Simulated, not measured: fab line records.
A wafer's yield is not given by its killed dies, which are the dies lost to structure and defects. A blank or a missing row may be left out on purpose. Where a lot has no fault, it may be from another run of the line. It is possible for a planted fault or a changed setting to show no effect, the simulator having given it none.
fab line records	flow n5Finfet
[record] lots = 7	wafers = 21
route steps=1938 shown BEOL_M1@755 BEOL_M2@881 BEOL_M3@931 BEOL_M4@1025
startH: hours from the record's opening day to when the first of the lot's shown wafers began	waitH: hours since the lot's step before	" same as the row above	L1.1+2: several wafers, shown together as one row	- value missing, or start not given	* or withheld: withheld	< > ~ a bound
route shown NAME@n: names a module that has steps shown in the file, with the first one's number in the route	usual: the fault-free wafers' mean and standard deviation	same: alike in all rows	chamber/n: place in a boat	sites: per-site readings	_std_site: standard deviation across them	_edge_site: outer sites' mean less inner sites'	radiusMm: for every site, how far away it sits from the centre of the wafer	mask NAME#n: copy n	behind: tool/chamber where the wafer was last shaped	hold: what put the lot on hold/how long, in hours/how the hold closed	device: names the non-switching transistor (n, p or np)	end of line: the route-end tests of the same wafers	a step without rows: its recipe alone	killed: dies that structure and defects cost at the first sort, which is not the same as the wafer's yield	map: a wafer's dies, x killed, . not, _ none there
set.NAME: the run value of the setting; set.NAME@STEP: its run value at that earlier step	model.NAME: the simulator's own value behind a step, which no gauge read
lots where settings were altered on purpose, with a table for each step and a row for each wafer
[[steps]]
[step N5_BEOL_M1_COAT_61]
[recipe] resist = SOC	tempC = 250	timeS = 60	spinRpm = 1500	resistThkNm = 60
lot.wafer	tool	chamber	startH	waitH	set.spinRpm	model.SOC_of_BEOL_M1_COAT_61.thkNm
L083.3	lithoTrack-02	0	185.04	0.1	1500	59.8
L083.4+5	"	0	"	"	1500	60
L086.1+5	lithoTrack-04	0	194.37	0.1	1613	57.8
L086.2	"	0	"	"	1500	59.6
L087.1+2	lithoTrack-04	0	198.31	0.1	1500	60
L087.6	"	0	"	"	1500	60.2
L089.3+6	lithoTrack-04	0	211.12	0.1	1500	59.8
L089.5	"	0	"	"	1500	60
L090.2	lithoTrack-04	0	218.49	0.1	1500	59.8
L090.3	"	0	"	"	1500	60.2
L090.6	"	0	"	"	1500	60
L092.1	lithoTrack-05	0	232.21	0.1	1500	60.2
L092.2+5	"	0	"	"	1367	63
L096.1	lithoTrack-04	0	252.29	0.1	1500	60
L096.3	"	0	"	"	1409	61.8
L096.5	"	0	"	"	1500	60.2
[step N5_BEOL_M1_COAT_62]
[recipe] resist = SiARC	tempC = 220	timeS = 60	spinRpm = 1500	resistThkNm = 12
[step N5_BEOL_M1_COAT_73]
[recipe] resist = underlayer	tempC = 205	timeS = 60	spinRpm = 1500	resistThkNm = 5
[step N5_BEOL_M1_ETCH_74]
[recipe] chemistry = N2/H2	target = underlayer	targetDepthA = 65	maskMaterial = CAR-EUV	timeS = 5.2	ionEnergyEv = 200	pressureMtorr = 30	sourceW = 840	biasW = 150	n2FlowSccm = 200	h2FlowSccm = 200	ends = cleared
[step N5_BEOL_M1_ETCH_63]
[recipe] chemistry = CF4	target = SiARC	targetDepthA = 156	maskMaterial = CAR-EUV	timeS = 26	ionEnergyEv = 80	pressureMtorr = 40	sourceW = 545	biasW = 36	Ar_flow_sccm = 100	cf4FlowSccm = 100	ends = cleared
[step N5_BEOL_M1_ETCH_64]
[recipe] chemistry = N2/H2	target = SOC	targetDepthA = 750	overetchA = 150	maskMaterial = SiARC	tempC = 40	timeS = 112.5	ionEnergyEv = 200	pressureMtorr = 30	sourceW = 840	biasW = 150	n2FlowSccm = 200	h2FlowSccm = 200
lot.wafer	tool	chamber	startH	waitH	set.spinRpm@BEOL_M1_COAT_61	model.etch.depthNm
L083.3	rieDiel-03	0	185.52	0.0	1500	59.76
L083.4	"	1	"	"	1500	59.93
L083.5	"	0	"	"	1500	60.05
L086.1	rieDiel-05	1	194.96	0.0	1613	57.72
L086.2	"	2	"	"	1500	59.68
L086.5	"	0	"	"	1613	57.79
L087.1	rieDiel-03	0	198.78	0.0	1500	59.98
L087.2	"	2	"	"	1500	59.94
L087.6	"	2	"	"	1500	60.16
L089.3	rieDiel-04	1	211.73	0.0	1500	59.77
L089.5	"	0	"	"	1500	59.98
L089.6	"	2	"	"	1500	59.79
L090.2	rieDiel-03	0	218.96	0.0	1500	59.84
L090.3	"	2	"	"	1500	60.24
L090.6	"	3	"	"	1500	60
L092.1	rieDiel-04	3	232.68	0.0	1500	60.2
L092.2	"	1	"	"	1367	63.05
L092.5	"	2	"	"	1367	62.93
L096.1	rieDiel-05	1	252.89	0.0	1500	60.01
L096.3	"	2	"	"	1409	61.83
L096.5	"	2	"	"	1500	60.14
[step N5_BEOL_M1_STRIP_65]
[recipe] chemistry = N2/H2	tempC = 40	n2FlowSccm = 200	h2FlowSccm = 200	rfFrequencyHz = 6e+07
[step N5_BEOL_M1_STRIP_75]
[recipe] chemistry = N2/H2	tempC = 40	n2FlowSccm = 200	h2FlowSccm = 200	rfFrequencyHz = 6e+07
[step N5_BEOL_M1_STRIP_66]
[recipe] chemistry = CF4	resist = SiARC	powerW = 300	biasPowerW = 75	pressureMtorr = 50	cf4FlowSccm = 150	rfFrequencyHz = 6e+07
[step N5_BEOL_M1_HM_OPEN_17]
[recipe] chemistry = Cl2/BCl3	targetDepthA = 200	overetchA = 60	target = TiN	maskMaterial = SOC	ionEnergyEv = 150	pressureMtorr = 10	icpW = 1000	biasW = 126	Cl2_flow_sccm = 53.25	bcl3FlowSccm = 21.75	Ar_flow_sccm = 25
lot.wafer	tool	chamber	startH	waitH	set.spinRpm@BEOL_M1_COAT_61	model.SOC_of_BEOL_M1_COAT_61.thkNm
L083.3+4	rieMetal-02	1,0	185.72	0.1	1500	51.8
L083.5	"	1	"	"	1500	52
L086.1+5	rieMetal-02	1,0	195.13	0.0	1613	49.6
L086.2	"	0	"	"	1500	51.4
L087.1	rieMetal-03	1	198.94	0.0	1500	52.2
L087.2	"	0	"	"	1500	52
L087.6	"	1	"	"	1500	52.4
L089.3+6	rieMetal-01	0	211.92	0.1	1500	51.8
L089.5	"	1	"	"	1500	52.2
L090.2+6	rieMetal-02	1,0	219.13	0.0	1500	51.8
L090.3	"	0	"	"	1500	52.2
L092.1	rieMetal-01	0	232.85	0.0	1500	52.2
L092.2+5	"	1	"	"	1367	55.2
L096.1+5	rieMetal-03	1,0	253.05	0.0	1500	52.2
L096.3	"	1	"	"	1409	54.2
[step N5_BEOL_M1_CMP_52]
[recipe] stopOn = SiOC	tOverpolishS = 6.8	downForcePsi = 1	platenRpm = 50	clearingPlatenDownForcePsi = 1.5	clearingPlatenRpm = 50	postCmpClean = cuAlkaline	targetThkNm = 40	clearingPlatenPadVelocityMS = 0.99484	padVelocityMS = 0.99484
[usual] barrierFieldEndpointS = 24.5/0.53
lot.wafer	tool	chamber	startH	waitH	set.downForcePsi	barrierFieldEndpointS
L083.3	cmp-04	1	192.49	0.2	1	23.4
L083.4	"	3	"	"	1	23.6
L083.5	"	2	"	"	1	24.3
L086.1	cmp-01	0	207.29	0.3	1	24.6
L086.2	"	1	"	"	1.11	21.8
L086.5	"	0	"	"	1.11	22.2
L087.2	cmp-04	2	210.39	0.2	1	24.5
L087.1	"	0	"	"	0.8815	27.6
L087.6	"	2	"	"	0.8815	28.1
L089.3	cmp-04	3	219.21	0.3	0.788	30.2
L089.6	"	0	"	"	1	24.8
L089.5	"	1	"	"	1	23.8
L090.2	cmp-04	0	229.99	0.4	1	24.1
L090.3	"	1	"	"	1	24.3
L090.6	"	1	"	"	1	24.5
L092.1	cmp-01	1	241.63	0.3	1.097	22.2
L092.2	"	2	"	"	1	24.3
L092.5	"	3	"	"	1.097	22.1
L096.1	cmp-01	0	259.45	0.3	1	25.3
L096.3	"	2	"	"	1.062	23.8
L096.5	"	0	"	"	1.062	23.9
[step N5_BEOL_M2_ETCH_69]
[recipe] chemistry = CF4	target = SiARC	targetDepthA = 156	maskMaterial = CAR-EUV	timeS = 26	ionEnergyEv = 80	pressureMtorr = 40	sourceW = 545	biasW = 36	Ar_flow_sccm = 100	cf4FlowSccm = 100	ends = cleared
[usual] rfVppV = 184.2/1.3
lot.wafer	tool	chamber	startH	waitH	set.biasW	rfVppV
L083.3	rieDiel-02	3	194.73	0.0	36	182.5
L083.4	"	0	"	"	36	185.2
L083.5	"	3	"	"	36	183.5
L086.1	rieDiel-06	1	209.94	0.0	36	183.1
L086.2	"	3	"	"	36	183.6
L086.5	"	3	"	"	34.02	176.9
L087.1	rieDiel-02	2	213.88	0.0	36	184.8
L087.2	"	0	"	"	36	185.0
L087.6	"	1	"	"	36	185.3
L089.3	rieDiel-02	2	224.20	0.0	41.86	203.8
L089.5	"	0	"	"	36	186.0
L089.6	"	3	"	"	41.86	202.1
L090.2	rieDiel-06	2	233.63	0.0	33.63	177.9
L090.3	"	3	"	"	36	184.3
L090.6	"	3	"	"	36	183.4
L092.1	rieDiel-01	1	246.55	0.0	36	183.2
L092.2	"	0	"	"	36	181.3
L092.5	"	0	"	"	36	182.3
L096.1	rieDiel-01	3	262.45	0.0	36	185.3
L096.3	"	0	"	"	36	183.7
L096.5	"	0	"	"	36	182.9
[step N5_BEOL_M2_ETCH_70]
[recipe] chemistry = N2/H2	target = SOC	targetDepthA = 800	overetchA = 240	maskMaterial = SiARC	tempC = 40	timeS = 130	ionEnergyEv = 200	pressureMtorr = 30	sourceW = 840	biasW = 150	n2FlowSccm = 200	h2FlowSccm = 200
[usual] rfVppV = 524.6/2.8
lot.wafer	tool	chamber	startH	waitH	set.sourceW	rfVppV
L083.3	rieDiel-02	0	198.20	0.1	840	527.0
L083.4	"	2	"	"	840	526.9
L083.5	"	2	"	"	840	526.1
L086.1	rieDiel-01	0	212.29	0.0	840	521.5
L086.2	"	3	"	"	840	527.3
L086.5	"	1	"	"	840	527.4
L087.1	rieDiel-02	3	218.30	0.0	840	521.2
L087.2	"	0	"	"	914.7	514.2
L087.6	"	1	"	"	914.7	510.3
L089.3	rieDiel-02	1	232.98	0.0	840	526.7
L089.5	"	3	"	"	840	521.4
L089.6	"	0	"	"	840	526.8
L090.2	rieDiel-02	1	234.11	0.0	840	525.8
L090.3	"	2	"	"	938	508.2
L090.6	"	1	"	"	938	507.9
L092.1	rieDiel-06	2	253.33	0.0	840	527.4
L092.2	"	3	"	"	840	524.3
L092.5	"	0	"	"	840	521.4
L096.1	rieDiel-06	2	276.85	0.0	840	526.9
L096.3	"	0	"	"	948.3	501.6
L096.5	"	0	"	"	948.3	501.1
[step N5_BEOL_M3_ILD_DEP_00]
[recipe] material = SiOC	targetThkA = 790	tempC = 350	precursor = DEMS/O2	pressureTorr = 5	rfW = 500	timeS = 15.3
lot.wafer	tool	chamber	startH	waitH	set.timeS	model.SiOC_of_BEOL_M3_ILD_DEP_00.thkNm
L083.3+5	pecvd-02	0	202.62	0.1	15.3	79.4
L083.4	"	1	"	"	15.3	79.2
L086.1	pecvd-01	2	217.90	0.0	15.3	78.6
L086.2	"	1	"	"	16.51	85.2
L086.5	"	2	"	"	15.3	80
L087.1	pecvd-02	1	223.29	0.0	13.98	72.2
L087.2	"	1	"	"	15.3	80.4
L087.6	"	1	"	"	15.3	81.2
L089.3	pecvd-04	1	237.67	0.0	15.3	77.6
L089.5	"	2	"	"	13.43	69.8
L089.6	"	1	"	"	13.43	69.6
L090.2	pecvd-01	2	238.54	0.0	15.3	78.4
L090.3	"	1	"	"	15.3	77.6
L090.6	"	0	"	"	15.3	79.4
L092.1	pecvd-01	1	257.68	0.0	13.53	69.8
L092.2	"	2	"	"	13.53	70.6
L092.5	"	1	"	"	15.3	79.6
L096.1	pecvd-01	2	281.73	0.0	15.3	78.4
L096.3	"	0	"	"	15.3	77.8
L096.5	"	1	"	"	13.33	70
[step N5_BEOL_M3_THK_MEAS_01]
[recipe] reads = SiOC_of_BEOL_M3_ILD_DEP_00
[usual] M3_ILD_THK = 79.0/0.92
lot.wafer	tool	chamber	startH	waitH	set.timeS@BEOL_M3_ILD_DEP_00	M3_ILD_THK[nm]
L083.3	filmMetro-01	-	202.69	0.1	15.3	79.4
L083.4	"	-	"	"	15.3	79.3
L083.5	"	-	"	"	15.3	79.4
L086.1	filmMetro-02	-	217.97	0.0	15.3	78.7
L086.2	"	-	"	"	16.51	85.1
L086.5	"	-	"	"	15.3	80.0
L087.1	filmMetro-01	-	223.43	0.1	13.98	72.2
L087.2	"	-	"	"	15.3	80.4
L087.6	"	-	"	"	15.3	81.3
L089.3	filmMetro-01	-	237.74	0.1	15.3	77.6
L089.5	"	-	"	"	13.43	69.9
L089.6	"	-	"	"	13.43	69.6
L090.2	filmMetro-02	-	238.60	0.1	15.3	78.5
L090.3	"	-	"	"	15.3	77.6
L090.6	"	-	"	"	15.3	79.5
L092.1	filmMetro-02	-	257.75	0.0	13.53	69.9
L092.2	"	-	"	"	13.53	70.6
L092.5	"	-	"	"	15.3	79.7
L096.1	filmMetro-01	-	281.80	0.0	15.3	78.4
L096.3	"	-	"	"	15.3	77.8
L096.5	"	-	"	"	13.33	70.0
[step N5_BEOL_M3_COAT_05]
[recipe] resist = CAR-EUV	spinRpm = 1500	resistThkNm = 30
lot.wafer	tool	chamber	startH	waitH	set.spinRpm	model.CAR-EUV_of_BEOL_M3_COAT_05.thkNm
L083.3+5	lithoTrack-04	0	-	-	1500	30
L083.4	"	0	"	"	1500	30.2
L086.1+2	lithoTrack-04	0	-	-	1500	30.2
L086.5	"	0	"	"	1500	30
L087.1+2	lithoTrack-05	0	-	-	1453	30.6
L087.6	"	0	"	"	1500	30.2
L089.3+5	lithoTrack-01	0	-	-	1341	31.8
L089.6	"	0	"	"	1500	30
L090.2	lithoTrack-04	0	-	-	1620	28.8
L090.3+6	"	0	"	"	1500	30
L092.1	lithoTrack-01	0	-	-	1392	31.4
L092.2+5	"	0	"	"	1500	30.2
L096.1+5	lithoTrack-05	0	-	-	1585	29.2
L096.3	"	0	"	"	1500	30
[step N5_BEOL_M3_EBR_07]
[recipe] solvent = PGMEA	ebrWidthMm = 1.5
[step N5_BEOL_M3_SOFTBAKE_06]
[recipe] tempC = 110	timeS = 60	resist = CAR-EUV
[step N5_BEOL_M3_DESCUM_16]
[recipe] chemistry = O2	timeS = 7	sourcePowerW = 50	biasPowerW = 20	pressureMtorr = 20	rfFrequencyHz = 2.712e+07	tempC = 40	resist = CAR-EUV	o2FlowSccm = 225
lot.wafer	tool	chamber	startH	waitH	set.spinRpm@BEOL_M3_COAT_05	model.CAR-EUV_of_BEOL_M3_COAT_05.thkNm
L083.3	rieDiel-03	3	203.66	0.0	1500	26
L083.4+5	"	0,2	"	"	1500	26.2
L086.1+2+5	rieDiel-05	3,1,1	219.73	0.2	1500	26.2
L087.1+2	rieDiel-04	1,3	226.50	0.1	1453	26.6
L087.6	"	0	"	"	1500	26.2
L089.3+5	rieDiel-03	0,2	238.93	0.0	1341	27.8
L089.6	"	1	"	"	1500	26.2
L090.2	rieDiel-04	2	239.61	0.1	1620	25
L090.3+6	"	1,3	"	"	1500	26
L092.1	rieDiel-05	2	259.84	0.0	1392	27.4
L092.2	"	0	"	"	1500	26.2
L092.5	"	1	"	"	1500	26.4
L096.1	rieDiel-05	3	283.14	0.0	1585	25.4
L096.3	"	0	"	"	1500	26
L096.5	"	3	"	"	1585	25.2
[step N5_BEOL_M3_ETCH_74]
[recipe] chemistry = N2/H2	target = underlayer	targetDepthA = 65	maskMaterial = CAR-EUV	timeS = 5.2	ionEnergyEv = 200	pressureMtorr = 30	sourceW = 840	biasW = 150	n2FlowSccm = 200	h2FlowSccm = 200	ends = cleared
lot.wafer	tool	chamber	startH	waitH	set.spinRpm@BEOL_M3_COAT_05	model.CAR-EUV_of_BEOL_M3_COAT_05.thkNm
L083.3+4+5	rieDiel-03	3,0,2	203.69	0.0	1500	20.4
L086.1+2+5	rieDiel-05	3,1,1	219.76	0.0	1500	20.4
L087.1+2	rieDiel-04	1,3	226.54	0.0	1453	20.8
L087.6	"	0	"	"	1500	20.4
L089.3+5	rieDiel-03	0,2	238.96	0.0	1341	22
L089.6	"	1	"	"	1500	20.4
L090.2	rieDiel-04	2	239.65	0.0	1620	19.2
L090.3	"	1	"	"	1500	20.4
L090.6	"	3	"	"	1500	20.2
L092.1	rieDiel-05	2	259.87	0.0	1392	21.8
L092.2+5	"	0,1	"	"	1500	20.6
L096.1	rieDiel-05	3	283.17	0.0	1585	19.6
L096.3	"	0	"	"	1500	20.4
L096.5	"	3	"	"	1585	19.4
[step N5_BEOL_M3_EXPOSE_25]
[recipe] maskId = V2	na = 0.33	sourceShape = quasar	sigmaInner = 0.2	sigmaOuter = 0.8	polarization = unpolarized	defocusNm = 5	doseMj = 63
lot.wafer	tool	chamber	startH	waitH	mask	set.doseMj
L083.3+4+5	euvScanner-01	0	204.40	-	V2#0	63
L086.1+2+5	euvScanner-02	0	220.45	-	V2#0	63
L087.1+6	euvScanner-02	0	227.10	-	V2#0	63
L087.2	"	0	"	"	V2#0	67.03
L089.3+6	euvScanner-02	0	239.74	-	V2#0	63
L089.5	"	0	"	"	V2#0	66.08
L090.2+3	euvScanner-01	0	240.35	-	V2#0	59.59
L090.6	"	0	"	"	V2#0	63
L092.1+5	euvScanner-01	0	260.44	-	V2#0	64.98
L092.2	"	0	"	"	V2#0	63
L096.1+3+5	euvScanner-02	0	283.86	-	V2#0	63
[step N5_BEOL_M3_PEB_26]
[recipe] pebTempC = 100	pebTimeS = 60	resist = CAR-EUV
[step N5_BEOL_M3_DEVELOP_27]
[recipe] developTimeS = 30	developer = TMAH	resist = CAR-EUV	rinseLiquid = surfactantRinse	dry = airSpin	devTempC = 23
[step N5_BEOL_M3_CD_MEAS_28]
[recipe] targetCdNm = 25.7	landingEnergyEv = 500	detector = seInlens	targetCdYNm = 23.3	polarity = opening
[usual] cdNm = 25.71/0.23
lot.wafer	tool	chamber	startH	waitH	set.doseMj@BEOL_M3_EXPOSE_25	cdNm
L083.3	cdSem-02	0	204.53	-	63	25.53
L083.4	"	0	"	"	63	25.52
L083.5	"	0	"	"	63	25.52
L086.1	cdSem-03	0	220.60	-	63	25.65
L086.2	"	0	"	"	63	25.70
L086.5	"	0	"	"	63	25.60
L087.1	cdSem-03	0	227.25	-	63	25.95
L087.2	"	0	"	"	67.03	27.16
L087.6	"	0	"	"	63	25.68
L089.3	cdSem-02	0	239.87	-	63	25.29
L089.5	"	0	"	"	66.08	26.44
L089.6	"	0	"	"	63	25.99
L090.2	cdSem-01	0	240.49	-	59.59	24.91
L090.3	"	0	"	"	59.59	24.36
L090.6	"	0	"	"	63	25.47
L092.1	cdSem-02	0	260.58	-	64.98	26.44
L092.2	"	0	"	"	63	25.68
L092.5	"	0	"	"	64.98	26.22
L096.1	cdSem-02	0	284.01	-	63	25.69
L096.3	"	0	"	"	63	25.96
L096.5	"	0	"	"	63	25.93
[step N5_BEOL_M4_COAT_61]
[recipe] resist = SOC	tempC = 250	timeS = 60	spinRpm = 1500	resistThkNm = 60
lot.wafer	tool	chamber	startH	waitH	set.spinRpm	model.SOC_of_BEOL_M4_COAT_61.thkNm
L083.3+4+5	lithoTrack-02	0	218.31	0.1	1500	60
L086.1	lithoTrack-02	0	229.05	0.1	1500	60
L086.2+5	"	0	"	"	1401	62
L087.1+2+6	lithoTrack-03	0	241.35	0.1	1500	60
L089.3	lithoTrack-04	0	247.15	0.1	1435	61.2
L089.5	"	0	"	"	1500	59.6
L089.6	"	0	"	"	1500	59.8
L090.2	lithoTrack-03	0	249.54	0.1	1566	59.2
L090.3+6	"	0	"	"	1500	60.4
L092.1	lithoTrack-04	0	267.96	0.1	1500	60
L092.2	"	0	"	"	1628	57.8
L092.5	"	0	"	"	1500	60.2
L096.1	lithoTrack-02	0	290.11	0.1	1614	57.6
L096.3	"	0	"	"	1500	59.8
L096.5	"	0	"	"	1500	60
[[key]]
[split] step = N5_BEOL_M1_COAT_61	setting = spinRpm	stated = 1500	by = wafer
[response] step = N5_BEOL_M1_COAT_61	reading = model.SOC_of_BEOL_M1_COAT_61.thkNm	change = -0.283	per = 1%	r = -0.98
[response] step = N5_BEOL_M1_ETCH_64	reading = model.etch.depthNm	change = -0.29	per = 1%	r = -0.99
[response] step = N5_BEOL_M1_HM_OPEN_17	reading = model.SOC_of_BEOL_M1_COAT_61.thkNm	change = -0.304	per = 1%	r = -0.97
[split] step = N5_BEOL_M1_CMP_52	setting = downForcePsi	stated = 1	by = wafer
[response] step = N5_BEOL_M1_CMP_52	reading = barrierFieldEndpointS	change = -0.264	per = 1%	r = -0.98
[split] step = N5_BEOL_M2_ETCH_69	setting = biasW	stated = 36	by = wafer
[response] step = N5_BEOL_M2_ETCH_69	reading = rfVppV	change = +1.04	per = 1%	r = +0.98
[split] step = N5_BEOL_M2_ETCH_70	setting = sourceW	stated = 840	by = wafer
[response] step = N5_BEOL_M2_ETCH_70	reading = rfVppV	change = -1.62	per = 1%	r = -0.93
[split] step = N5_BEOL_M3_ILD_DEP_00	setting = timeS	stated = 15.3	by = wafer
[response] step = N5_BEOL_M3_ILD_DEP_00	reading = model.SiOC_of_BEOL_M3_ILD_DEP_00.thkNm	change = +0.735	per = 1%	r = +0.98
[response] step = N5_BEOL_M3_THK_MEAS_01	reading = M3_ILD_THK	change = +0.734	per = 1%	r = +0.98
[split] step = N5_BEOL_M3_COAT_05	setting = spinRpm	stated = 1500	by = wafer
[response] step = N5_BEOL_M3_COAT_05	reading = model.CAR-EUV_of_BEOL_M3_COAT_05.thkNm	change = -0.16	per = 1%	r = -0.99
[response] step = N5_BEOL_M3_DESCUM_16	reading = model.CAR-EUV_of_BEOL_M3_COAT_05.thkNm	change = -0.141	per = 1%	r = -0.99
[response] step = N5_BEOL_M3_ETCH_74	reading = model.CAR-EUV_of_BEOL_M3_COAT_05.thkNm	change = -0.151	per = 1%	r = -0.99
[split] step = N5_BEOL_M3_EXPOSE_25	setting = doseMj	stated = 63	by = wafer
[response] step = N5_BEOL_M3_CD_MEAS_28	reading = cdNm	change = +0.183	per = 1%	r = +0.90
[split] step = N5_BEOL_M4_COAT_61	setting = spinRpm	stated = 1500	by = wafer
[response] step = N5_BEOL_M4_COAT_61	reading = model.SOC_of_BEOL_M4_COAT_61.thkNm	change = -0.292	per = 1%	r = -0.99
